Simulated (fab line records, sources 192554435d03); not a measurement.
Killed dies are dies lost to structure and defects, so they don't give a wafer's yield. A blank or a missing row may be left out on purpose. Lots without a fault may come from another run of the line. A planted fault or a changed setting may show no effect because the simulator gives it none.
Which tool did it? | flow n5_finfet | 24 lots, 72 wafers sampled, at 6 steps of a route of 1938

WHAT THE GAUGES READ, wafer by wafer
The record holds no reading of a measuring or inspecting step that can be judged against a usual standard deviation.

WHICH TOOL RAN EACH LOT (tool, then ch and the chambers of the sampled wafers, then the start)
lot  | N5_BEOL_M1_ALD_98                 | N5_BEOL_M1_STRIP_36                | N5_BEOL_M1_SPUTTER_90        | N5_BEOL_M1_ANNEAL_91         | N5_BEOL_M1_ANNEAL_51             | N5_BEOL_M1_CMP_52
L074 | ald_sin-02 ch 0,2, day 6 02:13    | rie_diel-06 ch 0,1,3, day 6 09:13  | pvd_sputter-02, day 6 11:46  | pvd_sputter-02, day 6 11:50  | rtp_anneal-02 ch 0, day 6 12:37  | cmp-02 ch 0,1,3, day 6 12:59
L075 | ald_sin-01 ch 0,3, day 6 10:55    | rie_diel-02 ch 1,2,3, day 6 19:14  | pvd_sputter-01, day 6 21:26  | pvd_sputter-01, day 6 21:31  | rtp_anneal-01 ch 0, day 6 22:18  | cmp-02 ch 0,1,2, day 6 22:35
L076 | ald_sin-01 ch 0,2,3, day 6 18:34  | rie_diel-06 ch 0,1,3, day 6 19:26  | pvd_sputter-02, day 6 23:17  | pvd_sputter-02, day 6 23:22  | rtp_anneal-02 ch 0, day 7 00:11  | cmp-02 ch 0,1,2, day 7 00:29
L077 | ald_sin-01 ch 1,2, day 6 21:13    | rie_diel-02 ch 0,3, day 7 01:06    | pvd_sputter-03, day 7 03:59  | pvd_sputter-03, day 7 04:04  | rtp_anneal-02 ch 0, day 7 04:59  | cmp-02 ch 0,2,3, day 7 05:17
L078 | ald_sin-01 ch 0,1, day 7 00:27    | rie_diel-02 ch 0,1, day 7 01:34    | pvd_sputter-03, day 7 05:50  | pvd_sputter-03, day 7 05:55  | rtp_anneal-01 ch 0, day 7 06:41  | cmp-02 ch 2,3, day 7 06:59
L079 | ald_sin-03 ch 1,2,3, day 7 09:02  | rie_diel-06 ch 2,3, day 7 11:34    | pvd_sputter-02, day 7 14:09  | pvd_sputter-02, day 7 14:14  | rtp_anneal-01 ch 0, day 7 15:08  | cmp-03 ch 1,2,3, day 7 15:25
L081 | ald_sin-03 ch 1,2,3, day 7 23:59  | rie_diel-02 ch 0,2, day 8 12:38    | pvd_sputter-03, day 8 15:26  | pvd_sputter-03, day 8 15:31  | rtp_anneal-02 ch 0, day 8 16:20  | cmp-01 ch 0,1, day 8 16:48
L080 | ald_sin-03 ch 0,1,2, day 8 00:05  | rie_diel-06 ch 1,2, day 8 12:59    | pvd_sputter-02, day 8 15:56  | pvd_sputter-02, day 8 16:01  | rtp_anneal-01 ch 0, day 8 16:53  | cmp-03 ch 0,2,3, day 8 17:25
L082 | ald_sin-02 ch 0,2,3, day 8 06:09  | rie_diel-06 ch 0,2,3, day 8 16:13  | pvd_sputter-03, day 8 18:54  | pvd_sputter-03, day 8 18:59  | rtp_anneal-01 ch 0, day 8 19:45  | cmp-03 ch 0,1,3, day 8 20:10
L083 | ald_sin-01 ch 0,1,2, day 8 14:04  | rie_diel-02 ch 0,1,2, day 8 16:00  | pvd_sputter-01, day 8 18:32  | pvd_sputter-01, day 8 18:37  | rtp_anneal-01 ch 0, day 8 19:23  | cmp-02 ch 1,2, day 8 19:41
L084 | ald_sin-01 ch 0,2,3, day 8 17:43  | rie_diel-06 ch 0,2, day 8 21:16    | pvd_sputter-03, day 8 23:43  | pvd_sputter-03, day 8 23:47  | rtp_anneal-02 ch 0, day 9 00:37  | cmp-02 ch 0,2,3, day 9 00:54
L086 | ald_sin-03 ch 2,3, day 9 04:32    | rie_diel-06 ch 0,2, day 9 13:46    | pvd_sputter-01, day 9 16:44  | pvd_sputter-01, day 9 16:49  | rtp_anneal-02 ch 0, day 9 17:36  | cmp-03 ch 1,2, day 9 17:54
L085 | ald_sin-02 ch 0,1,3, day 9 09:03  | rie_diel-05 ch 1,2,3, day 9 12:47  | pvd_sputter-03, day 9 15:41  | pvd_sputter-03, day 9 15:46  | rtp_anneal-02 ch 0, day 9 16:37  | cmp-01 ch 0,1,3, day 9 16:52
L087 | ald_sin-01 ch 0,3, day 9 15:32    | rie_diel-06 ch 1,2,3, day 9 22:24  | pvd_sputter-01, day 10 01:16 | pvd_sputter-01, day 10 01:20 | rtp_anneal-01 ch 0, day 10 02:15 | cmp-03 ch 0,1,2, day 10 02:30
L089 | ald_sin-02 ch 0,1,2, day 9 20:28  | rie_diel-06 ch 2,3, day 10 02:01   | pvd_sputter-03, day 10 04:28 | pvd_sputter-03, day 10 04:33 | rtp_anneal-02 ch 0, day 10 05:25 | cmp-02 ch 0,1,2, day 10 05:38
L088 | ald_sin-01 ch 0,1,2, day 10 00:17 | rie_diel-05 ch 0,2,3, day 10 06:06 | pvd_sputter-01, day 10 08:49 | pvd_sputter-01, day 10 08:54 | rtp_anneal-01 ch 0, day 10 09:41 | cmp-02 ch 0,1,2, day 10 10:03
L090 | ald_sin-03 ch 0,1,2, day 10 07:31 | rie_diel-02 ch 1,2,3, day 10 16:35 | pvd_sputter-02, day 10 19:40 | pvd_sputter-02, day 10 19:45 | rtp_anneal-01 ch 0, day 10 20:32 | cmp-03 ch 0,1,3, day 10 20:54
L091 | ald_sin-01 ch 0,2,3, day 10 10:31 | rie_diel-02 ch 0,2,3, day 10 19:38 | pvd_sputter-02, day 10 23:47 | pvd_sputter-02, day 10 23:52 | rtp_anneal-02 ch 0, day 11 00:41 | cmp-02 ch 0,1,3, day 11 00:56
L092 | ald_sin-02 ch 0,1, day 10 21:32   | rie_diel-05 ch 0,1,3, day 11 11:05 | pvd_sputter-01, day 11 14:58 | pvd_sputter-01, day 11 15:03 | rtp_anneal-01 ch 0, day 11 15:52 | cmp-01 ch 0,3, day 11 16:10
L093 | ald_sin-02 ch 1,2,3, day 11 02:49 | rie_diel-02 ch 1,2,3, day 11 15:07 | pvd_sputter-02, day 11 17:40 | pvd_sputter-02, day 11 17:44 | rtp_anneal-02 ch 0, day 11 18:34 | cmp-03 ch 0,1,3, day 11 18:49
L094 | ald_sin-01 ch 0,1,2, day 11 06:22 | rie_diel-02 ch 0,1,3, day 11 15:57 | pvd_sputter-02, day 11 20:01 | pvd_sputter-02, day 11 20:06 | rtp_anneal-02 ch 0, day 11 20:55 | cmp-01 ch 2,3, day 11 21:13
L095 | ald_sin-01 ch 2,3, day 11 11:53   | rie_diel-06 ch 0,3, day 12 04:40   | pvd_sputter-01, day 12 07:16 | pvd_sputter-01, day 12 07:20 | rtp_anneal-02 ch 0, day 12 08:07 | cmp-01 ch 0,2,3, day 12 10:25
L096 | ald_sin-03 ch 0,1, day 11 17:26   | rie_diel-02 ch 0,2, day 12 14:29   | pvd_sputter-03, day 12 17:43 | pvd_sputter-03, day 12 17:47 | rtp_anneal-01 ch 0, day 12 18:37 | cmp-02 ch 0,1,3, day 12 18:56
L097 | ald_sin-03 ch 2,3, day 12 17:02   | rie_diel-02 ch 1,2, day 13 03:14   | pvd_sputter-01, day 13 05:21 | pvd_sputter-01, day 13 05:26 | rtp_anneal-02 ch 0, day 13 06:13 | cmp-01 ch 0,3, day 13 06:30
- N5_BEOL_M1_ALD_98: deposits SiO2, target thk 2.5 nm, pulse time 1 s, co reactant pulse time 1 s.
- N5_BEOL_M1_STRIP_36: strips in N2/H2.
- N5_BEOL_M1_SPUTTER_90: material Cu, target thk 4.5 nm, time 8.29 s.
- N5_BEOL_M1_ANNEAL_91: time 240 s.
- N5_BEOL_M1_ANNEAL_51: time 90 s.
- N5_BEOL_M1_CMP_52: polishes, stops on SiOC, t overpolish 6.8 s, target thk 40 nm.

WHAT THE TOOLS THEMSELVES READ (means of the sampled wafers that have a number; where no wafer has one, the mark that the record gives instead)
N5_BEOL_M1_ALD_98.
lot  | tool       | heater_power_w (W) | precursor_pulse_height_rel
L074 | ald_sin-02 | 70                 | 0.987
L075 | ald_sin-01 | 84                 | 0.993
L076 | ald_sin-01 | 86                 | 0.997
L077 | ald_sin-01 | 79                 | 1.002
L078 | ald_sin-01 | 71                 | 1.009
L079 | ald_sin-03 | 78                 | 1.000
L081 | ald_sin-03 | 77                 | 1.001
L080 | ald_sin-03 | 80                 | 0.999
L082 | ald_sin-02 | 74                 | 0.995
L083 | ald_sin-01 | 81                 | 0.995
L084 | ald_sin-01 | 88                 | 1.005
L086 | ald_sin-03 | 77                 | 0.990
L085 | ald_sin-02 | 71                 | 0.986
L087 | ald_sin-01 | 80                 | 0.980
L089 | ald_sin-02 | 70                 | 0.999
L088 | ald_sin-01 | 82                 | 0.998
L090 | ald_sin-03 | 79                 | 1.013
L091 | ald_sin-01 | 88                 | 1.003
L092 | ald_sin-02 | 68                 | 1.006
L093 | ald_sin-02 | 73                 | 1.000
L094 | ald_sin-01 | 83                 | 0.998
L095 | ald_sin-01 | 90                 | 1.006
L096 | ald_sin-03 | 74                 | 1.019
L097 | ald_sin-03 | 84                 | 0.975

N5_BEOL_M1_STRIP_36.
lot  | tool        | drypump_motor_current_A (A) | oes_product_au (a.u.) | rf_vpp_V (V) | showerhead_plenum_p_Torr (Torr) | throttle_valve_pct (%)
L074 | rie_diel-06 | 5.7                         | 0.79                  | 57.8         | 2.48                            | 23.61
L075 | rie_diel-02 | 5.8                         | 0.88                  | 58.3         | 2.59                            | 23.52
L076 | rie_diel-06 | 5.7                         | 0.79                  | 58.0         | 2.48                            | 23.62
L077 | rie_diel-02 | 5.1                         | 0.84                  | 59.6         | 2.50                            | 23.19
L078 | rie_diel-02 | 6.0                         | 0.85                  | 58.1         | 2.61                            | 23.26
L079 | rie_diel-06 | 6.1                         | 0.77                  | 60.2         | 2.47                            | 23.73
L081 | rie_diel-02 | 6.0                         | 0.82                  | 59.2         | 2.57                            | 23.43
L080 | rie_diel-06 | 6.1                         | 0.74                  | 57.8         | 2.49                            | 23.69
L082 | rie_diel-06 | 6.2                         | 0.73                  | 58.8         | 2.49                            | 23.72
L083 | rie_diel-02 | 6.1                         | 0.84                  | 59.6         | 2.61                            | 23.46
L084 | rie_diel-06 | 6.3                         | 0.70                  | 58.4         | 2.51                            | 23.67
L086 | rie_diel-06 | 6.3                         | 0.69                  | 59.4         | 2.51                            | 23.68
L085 | rie_diel-05 | 5.7                         | 0.79                  | 59.4         | 2.55                            | 23.28
L087 | rie_diel-06 | 5.9                         | 0.76                  | 58.3         | 2.47                            | 23.68
L089 | rie_diel-06 | 6.1                         | 0.76                  | 58.7         | 2.46                            | 23.77
L088 | rie_diel-05 | 5.4                         | 0.79                  | 60.5         | 2.59                            | 23.35
L090 | rie_diel-02 | 5.8                         | 0.83                  | 59.6         | 2.57                            | 23.58
L091 | rie_diel-02 | 5.6                         | 0.81                  | 58.7         | 2.53                            | 23.32
L092 | rie_diel-05 | 5.6                         | 0.74                  | 59.1         | 2.60                            | 23.21
L093 | rie_diel-02 | 5.8                         | 0.83                  | 60.1         | 2.57                            | 23.58
L094 | rie_diel-02 | 5.6                         | 0.81                  | 59.0         | 2.57                            | 23.40
L095 | rie_diel-06 | 6.1                         | 0.70                  | 58.0         | 2.49                            | 23.70
L096 | rie_diel-02 | 6.0                         | 0.79                  | 58.9         | 2.56                            | 23.47
L097 | rie_diel-02 | 6.3                         | 0.82                  | 58.5         | 2.64                            | 23.72

N5_BEOL_M1_SPUTTER_90.
lot  | tool           | substrate_temp_c (C) | throttle_valve_pct (%)
L074 | pvd_sputter-02 | -19.93               | 30.3
L075 | pvd_sputter-01 | -20.09               | 31.0
L076 | pvd_sputter-02 | -20.05               | 30.3
L077 | pvd_sputter-03 | -19.95               | 30.1
L078 | pvd_sputter-03 | -20.07               | 30.5
L079 | pvd_sputter-02 | -19.97               | 30.6
L081 | pvd_sputter-03 | -20.04               | 30.2
L080 | pvd_sputter-02 | -20.03               | 30.1
L082 | pvd_sputter-03 | -19.96               | 29.9
L083 | pvd_sputter-01 | -20.11               | 31.1
L084 | pvd_sputter-03 | -19.98               | 30.3
L086 | pvd_sputter-01 | -20.08               | 30.6
L085 | pvd_sputter-03 | -20.05               | 29.7
L087 | pvd_sputter-01 | -19.89               | 31.0
L089 | pvd_sputter-03 | -19.99               | 29.9
L088 | pvd_sputter-01 | -20.06               | 30.9
L090 | pvd_sputter-02 | -19.96               | 30.2
L091 | pvd_sputter-02 | -19.97               | 30.1
L092 | pvd_sputter-01 | -20.10               | 31.4
L093 | pvd_sputter-02 | -19.99               | 29.9
L094 | pvd_sputter-02 | -20.01               | 29.9
L095 | pvd_sputter-01 | -19.92               | 31.2
L096 | pvd_sputter-03 | -19.89               | 30.4
L097 | pvd_sputter-01 | -20.01               | 31.6

N5_BEOL_M1_ANNEAL_91.
lot  | tool           | heater_power_w (W)
L074 | pvd_sputter-02 | 847
L075 | pvd_sputter-01 | 818
L076 | pvd_sputter-02 | 863
L077 | pvd_sputter-03 | 826
L078 | pvd_sputter-03 | 777
L079 | pvd_sputter-02 | 889
L081 | pvd_sputter-03 | 810
L080 | pvd_sputter-02 | 884
L082 | pvd_sputter-03 | 799
L083 | pvd_sputter-01 | 795
L084 | pvd_sputter-03 | 786
L086 | pvd_sputter-01 | 856
L085 | pvd_sputter-03 | 791
L087 | pvd_sputter-01 | 807
L089 | pvd_sputter-03 | 834
L088 | pvd_sputter-01 | 794
L090 | pvd_sputter-02 | 889
L091 | pvd_sputter-02 | 856
L092 | pvd_sputter-01 | 787
L093 | pvd_sputter-02 | 870
L094 | pvd_sputter-02 | 846
L095 | pvd_sputter-01 | 788
L096 | pvd_sputter-03 | 806
L097 | pvd_sputter-01 | 754

N5_BEOL_M1_ANNEAL_51.
lot  | tool          | wafer_temp_C_max
L074 | rtp_anneal-02 | 225.84
L075 | rtp_anneal-01 | 225.64
L076 | rtp_anneal-02 | 225.76
L077 | rtp_anneal-02 | 225.59
L078 | rtp_anneal-01 | 225.59
L079 | rtp_anneal-01 | 225.73
L081 | rtp_anneal-02 | 225.82
L080 | rtp_anneal-01 | 225.71
L082 | rtp_anneal-01 | 225.58
L083 | rtp_anneal-01 | 225.79
L084 | rtp_anneal-02 | 226.01
L086 | rtp_anneal-02 | 225.76
L085 | rtp_anneal-02 | 225.85
L087 | rtp_anneal-01 | 225.73
L089 | rtp_anneal-02 | 225.80
L088 | rtp_anneal-01 | 225.78
L090 | rtp_anneal-01 | 225.62
L091 | rtp_anneal-02 | 225.77
L092 | rtp_anneal-01 | 225.66
L093 | rtp_anneal-02 | 226.02
L094 | rtp_anneal-02 | 225.54
L095 | rtp_anneal-02 | 225.65
L096 | rtp_anneal-01 | 225.62
L097 | rtp_anneal-02 | 225.89

N5_BEOL_M1_CMP_52.
lot  | tool   | barrier_field_endpoint_s (s) | motor_current_A (A) | overpolish_run_s (s) | time_to_endpoint_s (s)
L074 | cmp-02 | 24.6                         | 6.4                 | 6.809                | 64.4
L075 | cmp-02 | 25.0                         | 6.4                 | 6.795                | 59.4
L076 | cmp-02 | 24.6                         | 5.9                 | 6.791                | 60.9
L077 | cmp-02 | 24.8                         | 5.9                 | 6.798                | 61.1
L078 | cmp-02 | 25.1                         | 6.3                 | 6.804                | 62.9
L079 | cmp-03 | 24.8                         | 6.2                 | 6.804                | 64.3
L081 | cmp-01 | 24.1                         | 5.7                 | 6.800                | 61.0
L080 | cmp-03 | 24.3                         | 6.2                 | 6.799                | 59.9
L082 | cmp-03 | 24.8                         | 6.3                 | 6.798                | 60.4
L083 | cmp-02 | 25.1                         | 6.2                 | 6.795                | 61.4
L084 | cmp-02 | 25.3                         | 6.1                 | 6.806                | 65.3
L086 | cmp-03 | 24.1                         | 5.8                 | 6.806                | 60.0
L085 | cmp-01 | 25.0                         | 5.8                 | 6.801                | 62.4
L087 | cmp-03 | 24.6                         | 6.0                 | 6.811                | 59.7
L089 | cmp-02 | 24.3                         | 6.3                 | 6.804                | 62.7
L088 | cmp-02 | 25.3                         | 6.2                 | 6.797                | 62.2
L090 | cmp-03 | 23.8                         | 6.4                 | 6.796                | 57.9
L091 | cmp-02 | 24.9                         | 6.6                 | 6.798                | 62.0
L092 | cmp-01 | 24.3                         | 5.7                 | 6.797                | 63.7
L093 | cmp-03 | 24.8                         | 6.4                 | 6.792                | 64.6
L094 | cmp-01 | 25.0                         | 5.0                 | 6.806                | 65.2
L095 | cmp-01 | 25.2                         | 5.2                 | 6.800                | 62.3
L096 | cmp-02 | 25.9                         | 6.6                 | 6.804                | 63.2
L097 | cmp-01 | 25.0                         | 5.5                 | 6.803                | 64.9

THE ANSWER, worked out from the rows above alone
Rule: what is usual is taken from the lots themselves. Put in order of their means at a reading, lots are off if they are a third of the lots or fewer, leave a main group of 4 or more, and stand apart from it by a gap of 3 or more times the standard deviation of the main group's means; of several such gaps the widest counts. A main group whose means are all the same, to the digits that the tables above print for the reading, isn't used. A lot without any number at a reading at which 4 lots or more have one is off too. The other lots that the step has rows for count as sound. The gauges are gone through in route order, then the tools' own readings, and for those a lot's mean is taken as printed above. The first step at which some lot is off is used, and at that step the reading that is off furthest; a lot without a number counts as furthest.
No lot is off at any reading shown: from this, nothing can be told.

WHAT THE SIMULATOR HAD PUT IN
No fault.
